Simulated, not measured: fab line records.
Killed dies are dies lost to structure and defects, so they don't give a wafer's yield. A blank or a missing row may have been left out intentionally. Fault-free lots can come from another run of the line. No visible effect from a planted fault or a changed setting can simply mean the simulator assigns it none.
Matching of chambers || flow nand harc || 4 sister chambers for NHARC_A_WL_FILL_ALD_00 on ald hk-02
The step deposits Al2O3, target thk 3 nm, pulse time 3 s, ald cycles 30. 8 wafers are shown with their chamber, then 6 later ones without.

EACH WAFER AND ITS CHAMBER
{"wafer": "L482.5", "chamber": 0, "heater power w (W)": 376, "heater power outer w (W)": 227}
{"wafer": "L482.6", "chamber": 3, "heater power w (W)": 471, "heater power outer w (W)": 233}
{"wafer": "L486.4", "chamber": 3, "heater power w (W)": 462, "heater power outer w (W)": 230}
{"wafer": "L487.1", "chamber": 2, "heater power w (W)": 423, "heater power outer w (W)": 231}
{"wafer": "L487.4", "chamber": 1, "heater power w (W)": 453, "heater power outer w (W)": 227}
{"wafer": "L487.6", "chamber": 1, "heater power w (W)": 451, "heater power outer w (W)": 223}
{"wafer": "L498.1", "chamber": 0, "heater power w (W)": 384, "heater power outer w (W)": 237}
{"wafer": "L498.3", "chamber": 2, "heater power w (W)": 422, "heater power outer w (W)": 229}

WAFERS WITH NO CHAMBER GIVEN
{"wafer": "L500.2", "heater power w (W)": 424, "heater power outer w (W)": 231}
{"wafer": "L500.4", "heater power w (W)": 486, "heater power outer w (W)": 231}
{"wafer": "L500.6", "heater power w (W)": 422, "heater power outer w (W)": 236}
{"wafer": "L502.1", "heater power w (W)": 455, "heater power outer w (W)": 232}
{"wafer": "L502.5", "heater power w (W)": 463, "heater power outer w (W)": 236}
{"wafer": "L502.6", "heater power w (W)": 372, "heater power outer w (W)": 236}

WHICH CHAMBER EACH ONE RAN IN
{"wafer": "L500.2", "from the rows above": 2, "in truth": 2}
{"wafer": "L500.4", "from the rows above": 3, "in truth": 3}
{"wafer": "L500.6", "from the rows above": 2, "in truth": 2}
{"wafer": "L502.1", "from the rows above": "can't be placed: 1 or 3", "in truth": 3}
{"wafer": "L502.5", "from the rows above": 3, "in truth": 3}
{"wafer": "L502.6", "from the rows above": 0, "in truth": 0}
Placed correctly: 5 of 6. Not placeable from these rows: 1 (in 1, the candidates include the true chamber). 0 placed wrongly.
How it was worked out, from the rows above alone: a wafer's distance from a chamber is the root of the sum, over the readings, of the square of ((its reading less the chamber's mean) divided by the reading's scatter). If the next closest chamber is less than 2 further off than the closest, the wafer can't be placed; otherwise it belongs to the closest. For every chamber, the mean is computed from those of its wafers that are shown. How the scatter is found: for the shown wafers, subtract from each reading the mean of its chamber, square and add these, divide the total by (wafers less chambers), then take the root.
